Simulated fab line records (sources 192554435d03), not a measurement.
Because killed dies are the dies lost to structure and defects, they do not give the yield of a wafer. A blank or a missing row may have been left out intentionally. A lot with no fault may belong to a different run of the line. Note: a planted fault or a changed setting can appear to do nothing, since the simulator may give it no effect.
Matching of chambers | flow n5Finfet | N5_BEOL_M0_SAQP_PECVD_96 on pecvd-04: 3 sister chambers
The step deposits a-Si from SiH4/He, target thk 45 nm, time 45.2 s. 6 wafers are shown with their chamber, then 9 later ones without.

WAFERS WITH THEIR CHAMBER
wafer  | chamber | throttleValvePct (%) | showerheadPlenumPTorr (Torr)
L082.6 | 0       | 19.0                 | 5.58
L084.1 | 2       | 17.5                 | 5.63
L084.5 | 1       | 19.9                 | 5.60
L086.1 | 0       | 19.4                 | 5.58
L086.2 | 1       | 19.8                 | 5.59
L086.6 | 2       | 17.6                 | 5.63

WAFERS WITH NO CHAMBER GIVEN
wafer  | throttleValvePct (%) | showerheadPlenumPTorr (Torr)
L088.1 | 19.7                 | 5.59
L088.4 | 19.2                 | 5.60
L088.5 | 17.5                 | 5.64
L093.1 | 19.5                 | 5.61
L093.4 | 17.6                 | 5.64
L093.6 | 19.5                 | 5.59
L094.3 | 17.8                 | 5.62
L094.5 | 19.8                 | 5.59
L094.6 | 19.2                 | 5.60

CHAMBER TAKEN BY EACH
wafer  | from the rows above     | in truth
L088.1 | 1                       | 1
L088.4 | can't be placed: 1 or 0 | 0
L088.5 | 2                       | 2
L093.1 | 1                       | 1
L093.4 | 2                       | 2
L093.6 | can't be placed: 1 or 0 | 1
L094.3 | 2                       | 2
L094.5 | 1                       | 1
L094.6 | can't be placed: 1 or 0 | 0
Placed correctly: 6 of 9. Not placeable from these rows: 3 (in 3, the candidates include the true chamber). Wrongly placed: 0.
How it was worked out, from the rows above alone: a wafer's distance from a chamber is the root of the sum, over the readings, of the square of ((its reading less the chamber's mean) divided by the reading's scatter). The wafer belongs to the nearest chamber; if the next one is less than 2 further off, it can't be placed. Each chamber's mean is taken over the wafers shown for it. How the scatter is found: for the shown wafers, subtract from each reading the mean of its chamber, square and add these, divide the total by (wafers less chambers), then take the root.
